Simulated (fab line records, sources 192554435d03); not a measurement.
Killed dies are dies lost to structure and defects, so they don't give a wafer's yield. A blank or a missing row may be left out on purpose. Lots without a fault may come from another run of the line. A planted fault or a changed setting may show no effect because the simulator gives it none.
Chamber matching | flow n5_finfet | N5_SD_EPI_N_ETCH_35 on rie_diel-05: 4 sister chambers
The step etches SOC in N2/H2, overetch 108 nm, time 486 s. 4 wafers are shown with their chamber, then 8 later ones without.

WAFERS WITH THEIR CHAMBER
wafer  | chamber | showerhead_plenum_p_Torr (Torr)
L084.2 | 2       | 2.63
L086.4 | 3       | 2.46
L092.2 | 1       | 2.55
L094.1 | 0       | 2.69

WAFERS WITHOUT THEIR CHAMBER
wafer  | showerhead_plenum_p_Torr (Torr)
L094.2 | 2.63
L094.3 | 2.45
L095.4 | 2.63
L095.5 | 2.69
L095.6 | 2.45
L097.1 | 2.45
L097.2 | 2.68
L097.5 | 2.55

WHICH CHAMBER EACH WENT THROUGH
wafer  | from the rows above | in truth
L094.2 | 2                   | 2
L094.3 | 3                   | 3
L095.4 | 2                   | 2
L095.5 | 0                   | 0
L095.6 | 3                   | 3
L097.1 | 3                   | 3
L097.2 | 0                   | 0
L097.5 | 1                   | 1
Placed correctly: 8 of 8. Can't be placed from these rows: 0. Placed wrongly: 0.
How it was worked out, from the rows above alone: a wafer's distance from a chamber is the root of the sum, over the readings, of the square of ((its reading less the chamber's mean) divided by the reading's scatter). The wafer belongs to the nearest chamber; if the next one is less than 2 further off, it can't be placed. A chamber's mean is the mean of its shown wafers. The scatter: with one shown wafer a chamber, the root of the mean of the squares of how far each hidden wafer lies from its nearest shown one.
